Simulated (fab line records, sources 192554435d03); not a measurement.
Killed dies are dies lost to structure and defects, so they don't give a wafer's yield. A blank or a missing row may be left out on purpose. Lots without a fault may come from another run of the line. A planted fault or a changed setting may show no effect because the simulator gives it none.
Chamber matching | flow n5_finfet | N5_BEOL_M4_ETCH_70 on rie_diel-02: 4 sister chambers
The step etches SOC in N2/H2, target depth 80 nm, overetch 24 nm, time 130 s. 4 wafers are shown with their chamber, then 8 later ones without.

WAFERS WITH THEIR CHAMBER
wafer  | chamber | showerhead_plenum_p_Torr (Torr)
L085.5 | 2       | 2.69
L085.6 | 3       | 2.45
L088.6 | 1       | 2.57
L089.4 | 0       | 2.59

WAFERS WITHOUT THEIR CHAMBER
wafer  | showerhead_plenum_p_Torr (Torr)
L089.5 | 2.68
L089.6 | 2.57
L092.1 | 2.44
L092.3 | 2.44
L092.6 | 2.59
L096.1 | 2.56
L096.2 | 2.58
L096.6 | 2.58

WHICH CHAMBER EACH WENT THROUGH
wafer  | from the rows above     | in truth
L089.5 | 2                       | 2
L089.6 | 1                       | 1
L092.1 | 3                       | 3
L092.3 | 3                       | 3
L092.6 | 0                       | 0
L096.1 | 1                       | 1
L096.2 | can't be placed: 0 or 1 | 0
L096.6 | can't be placed: 0 or 1 | 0
Placed correctly: 6 of 8. Can't be placed from these rows: 2 (the true chamber is among the candidates in 2). Placed wrongly: 0.
How it was worked out, from the rows above alone: a wafer's distance from a chamber is the root of the sum, over the readings, of the square of ((its reading less the chamber's mean) divided by the reading's scatter). The wafer belongs to the nearest chamber; if the next one is less than 2 further off, it can't be placed. A chamber's mean is the mean of its shown wafers. The scatter: with one shown wafer a chamber, the root of the mean of the squares of how far each hidden wafer lies from its nearest shown one.
